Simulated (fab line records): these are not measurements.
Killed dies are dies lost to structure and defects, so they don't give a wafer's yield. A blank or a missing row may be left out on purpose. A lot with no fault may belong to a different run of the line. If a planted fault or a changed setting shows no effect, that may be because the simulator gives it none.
fab line records | flow nand-harc | part 2 of 2: steps 13 to 24 of 24
[record] lots = 5 wafers = 15 last-day = 32
route steps=1302 shown A_STAIRCASE@737
lots that met no fault: from a run of the same line without faults
start-h: start of the lot's first displayed wafer, in hours after the record's first day | wait-h: hours elapsed since this lot's preceding step | " unchanged from the row above | L1.1+2: one row covering several wafers at once | - value missing, or start not given | * or withheld: withheld | < > ~ a bound
route shown NAME@n: NAME is a module with steps in the file, n the number in the route of the first one | usual: average and standard deviation across the fault-free wafers | same: alike in all rows | chamber/n: place in a boat | sites: each site's reading | _std_site: standard deviation of those values | _edge_site: outer sites' mean less inner sites' | radius-mm: for every site, how far away it sits from the centre of the wafer | mask NAME#n: copy n | behind: the tool/chamber that last shaped the wafer | hold: why the lot went on hold/how many hours it stayed there/how the hold came to an end | device: whichever transistor did not switch (one of n, p or np) | end of line: at the end of the route, the tests of the same wafers | step lacking rows: just its recipe | killed: at the first sort, the dies lost to defects and structure; wafer yield is something else | map: per-die view of a wafer (x killed, . not killed, _ where there is no die)
set.NAME: the setting the step ran with; set.NAME@STEP: the setting that earlier step ran with | model.NAME: the simulator's own value behind a step, which no gauge read
lots at some steps of the route; a table a step, a row a wafer
services: when a tool's chamber went out of use (start-h, in hours from the record's first day, below 0 if earlier), for how many hours, and the reason
[[steps]]
[step NHARC_A_STAIRCASE_ETCH_236]
[recipe] target-depth-a = 1000 time-s = 40.5 ion-energy-ev = 400 c4f8-flow-sccm = 20 o2-flow-sccm = 10 ar-flow-sccm = withheld rf-w = 600 bias-w = 1000 chemistry = C4F8/O2
[usual] chamber-pressure-mTorr = 25.002/0.022 oes-product-au = 0.944/0.012 rf-fwd-power-W = 592.3/2.3 rf-vpp-V = 898/6
// columns lot.wafer tool chamber start-h wait-h chamber-pressure-mTorr oes-product-au rf-fwd-power-W rf-hours-counter-h rf-vpp-V
L077.2 rie-diel-02 0 - - 24.988 0.928 594.4 52 888
L077.6 " 3 " " 24.988 0.949 591.9 - 895
L077.5 " 0 " " 24.961 0.918 593.0 - 888
L079.1 rie-diel-02 1 - - 25.000 0.938 590.0 3 902
L079.4 " 2 " " 24.950 0.934 593.7 2 901
L079.3 " 0 " " 24.998 0.933 593.3 3 889
L084.2 rie-diel-10 3 - - 24.996 0.933 590.6 9 900
L084.4 " 1 " " 24.970 0.955 590.9 11 890
L084.5 " 3 " " 25.003 0.948 591.4 - 901
L094.1 rie-diel-11 1 - - 25.005 0.940 592.3 36 899
L094.2 " 2 " " 24.996 0.934 593.0 32 905
L094.4 " 3 " " 25.031 0.960 591.5 36 889
L096.1 rie-diel-02 3 - - 24.996 0.949 590.0 2 893
L096.4 " 0 " " 25.026 0.932 597.2 2 887
L096.3 " 1 " " 25.046 0.934 585.0 2 902
[step NHARC_A_STAIRCASE_STRIP_238]
[recipe] power-w = 1500 temp-c = 250 chemistry = O2
[usual] drypump-motor-current-A = 5.7/0.44 heater-power-w = 305/34
// columns lot.wafer tool chamber start-h wait-h drypump-motor-current-A heater-power-w rf-hours-counter-h
L077.2 plasma-asher-02 0 391.48 0.1 5.7 365 26
L077.5 " 1 " " 5.0 354 -
L077.6 " 0 " " 5.8 356 -
L079.1 plasma-asher-01 0 409.15 0.1 5.4 289 12
L079.4 " 0 " " 5.4 286 -
L079.3 " 1 " " 6.2 282 -
L084.2 plasma-asher-01 0 465.77 0.1 5.4 287 29
L084.4 " 1 " " 6.2 278 -
L084.5 " 1 " " 6.2 273 -
L094.2 plasma-asher-01 1 568.64 0.1 6.2 268 8
L094.1 " 0 " " 5.4 293 8
L094.4 " 0 " " 5.4 287 -
L096.1 plasma-asher-01 1 585.91 0.1 6.2 274 13
L096.4 " 1 " " 6.2 272 -
L096.3 " 0 " " 5.4 287 -
[step NHARC_A_STAIRCASE_STRIP_239]
[recipe] time-s = 900 temp-c = 130 chemistry = SPM
// columns lot.wafer tool chamber start-h wait-h
L077.2+6+5 wet-bench-01 4,5,7 391.78 0.3
L079.3+1+4 wet-bench-07 6,7,2 409.50 0.2
L084.5+4+2 wet-bench-03 0,2,3 466.13 0.1
L094.4+2+1 wet-bench-01 1,2,4 569.00 0.2
L096.3+1+4 wet-bench-07 4,5,6 586.27 0.2
[step NHARC_A_STAIRCASE_PRECLEAN_240]
[recipe] time-s = * temp-c = 50 bath-age-min = 0 chemistry = SC1
// columns lot.wafer tool chamber start-h wait-h
L077.2+6+5 wet-bench-01 4,5,7 - -
L079.3+1+4 wet-bench-07 6,7,2 - -
L084.5+4+2 wet-bench-03 0,2,3 - -
L094.4+2+1 wet-bench-01 1,2,4 - -
L096.3+1+4 wet-bench-07 4,5,6 - -
[step NHARC_A_STAIRCASE_SRD_241]
// columns lot.wafer tool chamber start-h wait-h
L077.2+6+5 wet-bench-01 4,5,7 - -
L079.3+1+4 wet-bench-07 6,7,2 - -
L084.5+4+2 wet-bench-03 0,2,3 - -
L094.4+2+1 wet-bench-01 1,2,4 - -
L096.3+1+4 wet-bench-07 4,5,6 - -
[step NHARC_A_STAIRCASE_DEHYDRATE_242]
[recipe] temp-c = 150 time-s = 120
[usual] chill-plate-temp-C = 22.98/0.091
// columns lot.wafer tool chamber start-h wait-h chill-plate-temp-C
L077.2 litho-track-02 0 392.25 - 22.99
L077.5 " 0 " " 22.95
L077.6 " 0 " " 23.12
L079.1 litho-track-03 0 409.95 - 23.00
L079.3 " 0 " " 23.06
L079.4 " 0 " " 22.87
L084.2 litho-track-02 0 466.57 - 23.00
L084.4 " 0 " " 22.91
L084.5 " 0 " " 23.08
L094.1 litho-track-05 0 569.44 - 22.89
L094.2 " 0 " " 23.16
L094.4 " 0 " " 23.05
L096.1 litho-track-03 0 586.71 - 23.04
L096.3 " 0 " " 22.94
L096.4 " 0 " " 22.90
[step NHARC_A_STAIRCASE_HMDS_243]
[recipe] time-s = 30
[usual] chill-plate-temp-C = 22.99/0.095
// columns lot.wafer tool chamber start-h wait-h chill-plate-temp-C
L077.2 litho-track-02 0 - - 23.13
L077.5 " 0 " " 22.97
L077.6 " 0 " " 23.14
L079.1 litho-track-03 0 - - 22.90
L079.3 " 0 " " 22.98
L079.4 " 0 " " 23.19
L084.2 litho-track-02 0 - - 23.03
L084.4 " 0 " " 23.07
L084.5 " 0 " " 23.11
L094.1 litho-track-05 0 - - 23.00
L094.2 " 0 " " 22.94
L094.4 " 0 " " 22.93
L096.1 litho-track-03 0 - - 23.05
L096.3 " 0 " " 23.07
L096.4 " 0 " " 23.02
[step NHARC_A_STAIRCASE_COAT_244]
[recipe] spin-rpm = 1200
[usual] chill-plate-temp-C = 23.00/0.11
// columns lot.wafer tool chamber start-h wait-h chill-plate-temp-C
L077.2 litho-track-02 0 - - 23.16
L077.5 " 0 " " 22.98
L077.6 " 0 " " 22.97
L079.1 litho-track-03 0 - - 23.06
L079.3 " 0 " " 23.07
L079.4 " 0 " " 23.02
L084.2 litho-track-02 0 - - 22.98
L084.4 " 0 " " 23.10
L084.5 " 0 " " 22.95
L094.1 litho-track-05 0 - - 23.02
L094.2 " 0 " " 23.00
L094.4 " 0 " " 22.89
L096.1 litho-track-03 0 - - 22.89
L096.3 " 0 " " 23.03
L096.4 " 0 " " 23.04
[step NHARC_A_STAIRCASE_SOFTBAKE_245]
[recipe] temp-c = 135 time-s = 170
[usual] chill-plate-temp-C = 22.99/0.11
// columns lot.wafer tool chamber start-h wait-h chill-plate-temp-C
L077.2 litho-track-02 0 - - 23.03
L077.5 " 0 " " 23.06
L077.6 " 0 " " 22.97
L079.1 litho-track-03 0 - - 22.97
L079.3 " 0 " " 23.01
L079.4 " 0 " " 22.80
L084.2 litho-track-02 0 - - 22.99
L084.4 " 0 " " 22.86
L084.5 " 0 " " 22.88
L094.1 litho-track-05 0 - - 22.98
L094.2 " 0 " " 23.16
L094.4 " 0 " " 22.96
L096.1 litho-track-03 0 - - 22.97
L096.3 " 0 " " 22.91
L096.4 " 0 " " 23.02
[step NHARC_A_STAIRCASE_EBR_246]
[usual] chill-plate-temp-C = 23.00/0.1
// columns lot.wafer tool chamber start-h wait-h chill-plate-temp-C
L077.2 litho-track-02 0 - - 22.93
L077.5 " 0 " " 23.14
L077.6 " 0 " " 23.02
L079.1 litho-track-03 0 - - 23.04
L079.3 " 0 " " 23.10
L079.4 " 0 " " 22.91
L084.2 litho-track-02 0 - - 23.01
L084.4 " 0 " " 23.25
L084.5 " 0 " " 22.94
L094.1 litho-track-05 0 - - 23.07
L094.2 " 0 " " 23.08
L094.4 " 0 " " 22.94
L096.1 litho-track-03 0 - - 22.87
L096.3 " 0 " " 22.85
L096.4 " 0 " " 23.05
[step NHARC_A_STAIRCASE_EXPOSE_247]
[recipe] na = 0.5 dose-mj = 25.34 mask-id = SDS_1
[usual] stage-vel-mm-s = 499.98/0.23
// columns lot.wafer tool chamber start-h wait-h mask stage-vel-mm-s
L077.2 krf-scanner-04 0 392.59 - SDS_1#0 500.13
L077.5 " 0 " " SDS_1#0 499.67
L077.6 " 0 " " SDS_1#0 499.94
L079.1 krf-scanner-03 0 410.28 - SDS_1#0 499.88
L079.3 " 0 " " SDS_1#0 500.13
L079.4 " 0 " " SDS_1#0 499.98
L084.2 krf-scanner-03 0 466.78 - SDS_1#0 499.97
L084.4 " 0 " " SDS_1#0 499.95
L084.5 " 0 " " SDS_1#0 499.46
L094.1 krf-scanner-04 0 569.78 - SDS_1#0 499.39
L094.2 " 0 " " SDS_1#0 499.72
L094.4 " 0 " " SDS_1#0 499.76
L096.1 krf-scanner-01 0 587.04 - SDS_1#0 500.04
L096.3 " 0 " " SDS_1#0 500.08
L096.4 " 0 " " SDS_1#0 499.80
[step NHARC_A_STAIRCASE_PEB_248]
[recipe] peb-temp-c = 115 peb-time-s = 130
[usual] chill-plate-temp-C = 23.01/0.1
// columns lot.wafer tool chamber start-h wait-h chill-plate-temp-C
L077.2 litho-track-02 0 392.65 0.1 23.01
L077.5 " 0 " " 23.00
L077.6 " 0 " " 22.92
L079.1 litho-track-03 0 410.35 0.1 23.06
L079.3 " 0 " " 23.12
L079.4 " 0 " " 23.19
L084.2 litho-track-05 0 466.84 0.1 23.00
L084.4 " 0 " " 22.85
L084.5 " 0 " " 22.87
L094.1 litho-track-02 0 569.84 0.1 22.87
L094.2 " 0 " " 22.86
L094.4 " 0 " " 22.84
L096.1 litho-track-02 0 587.11 0.1 22.85
L096.3 " 0 " " 23.08
L096.4 " 0 " " 23.11
[[services]]
// columns tool chamber start-h hours kind
rie-diel-10 1 384.00 18.2 repair
wet-bench-03 - 386.40 8.0 pm
rie-diel-02 - 394.10 9.0 pm
krf-scanner-04 - 396.93 133.4 repair
krf-scanner-03 - 397.04 4.0 pm
litho-track-02 - 402.01 7.0 pm
rie-diel-10 - 421.83 9.0 pm
plasma-asher-01 - 422.72 1.0 repair
rie-diel-11 - 434.43 9.0 pm
rie-diel-10 1 444.88 5.8 repair
wet-bench-03 - 447.55 1.9 repair
litho-track-03 - 450.00 7.0 pm
wet-bench-01 - 453.60 8.0 pm
litho-track-05 - 474.00 7.0 pm
krf-scanner-03 - 479.08 0.7 repair
rie-diel-11 2 494.38 2.8 repair
wet-bench-07 - 512.00 8.0 pm
plasma-asher-01 - 519.00 9.0 pm
rie-diel-02 - 529.25 1.3 repair
rie-diel-11 2 531.46 11.6 repair
wet-bench-03 - 562.40 8.0 pm
rie-diel-10 3 562.48 11.0 repair
rie-diel-02 - 571.15 9.0 pm
litho-track-02 - 577.01 7.0 pm
